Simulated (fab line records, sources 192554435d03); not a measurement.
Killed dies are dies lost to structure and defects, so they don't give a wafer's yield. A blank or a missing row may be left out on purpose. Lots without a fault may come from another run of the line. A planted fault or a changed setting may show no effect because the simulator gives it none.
Which tool did it? | flow n5_finfet | 24 lots, 72 wafers sampled, at 1 step of a route of 1938

WHAT THE GAUGES READ, wafer by wafer
N5_BEOL_M2_OVL_MEAS_12.
lot  | measured     | on         | M2_OVL (nm)
L075 | day 6 20:30  | overlay-02 | -0.1 -1.3 -1.2
L076 | day 7 04:43  | overlay-01 | 0.4 -2.3 -0.6
L077 | day 7 08:16  | overlay-01 | 0.5 0.1 0.5
L074 | day 7 18:37  | overlay-02 | -0.2 0.7 0.7
L079 | day 7 19:51  | overlay-01 | -0.2 -0.2 -0.1
L078 | day 7 20:28  | overlay-02 | 0.4 0.5 -0.7
L080 | day 7 21:40  | overlay-01 | 0.0 0.2 -0.6
L081 | day 8 03:29  | overlay-01 | 0.4 -1.4 -0.5
L082 | day 8 14:07  | overlay-02 | -0.1 -0.2 -0.3
L083 | day 9 01:52  | overlay-02 | 0.3 0.6 -1.2
L084 | day 9 09:49  | overlay-02 | 0.7 0.1 0.6
L085 | day 9 11:57  | overlay-01 | -0.7 0.1 0.5
L086 | day 9 23:17  | overlay-01 | -1.0 -1.1 -1.6
L087 | day 10 04:37 | overlay-01 | 0.8 0.4 1.0
L088 | day 10 07:07 | overlay-02 | -1.4 0.2 -1.3
L089 | day 10 07:24 | overlay-02 | -1.2 -1.3 -1.2
L090 | day 10 11:58 | overlay-02 | -1.7 -0.6 -0.5
L091 | day 10 17:28 | overlay-01 | -1.5 -0.8 -0.9
L092 | day 11 01:36 | overlay-01 | 0.0 0.4 -0.1
L093 | day 11 06:07 | overlay-02 | -1.2 -0.8 -0.6
L094 | day 11 10:04 | overlay-02 | -0.2 -0.3 0.0
L096 | day 11 22:38 | overlay-01 | -0.1 -0.1 -0.9
L095 | day 12 01:33 | overlay-01 | 0.1 1.5 -0.1
L097 | day 12 05:31 | overlay-02 | -1.4 -0.6 -0.2

WHICH TOOL RAN EACH LOT (tool, then ch and the chambers of the sampled wafers, then the start)
The record holds no process step before these readings.

WHAT THE TOOLS THEMSELVES READ (means of the sampled wafers that have a number; where no wafer has one, the mark that the record gives instead)
The record holds no such reading with a usual standard deviation.

THE ANSWER, worked out from the rows above alone
Rule: what is usual is taken from the lots themselves. Put in order of their means at a reading, lots are off if they are a third of the lots or fewer, leave a main group of 4 or more, and stand apart from it by a gap of 3 or more times the standard deviation of the main group's means; of several such gaps the widest counts. A main group whose means are all the same, to the digits that the tables above print for the reading, isn't used. A lot without any number at a reading at which 4 lots or more have one is off too. The other lots that the step has rows for count as sound. The gauges are gone through in route order, then the tools' own readings, and for those a lot's mean is taken as printed above. The first step at which some lot is off is used, and at that step the reading that is off furthest; a lot without a number counts as furthest.
No lot is off at any reading shown: from this, nothing can be told.

WHAT THE SIMULATOR HAD PUT IN
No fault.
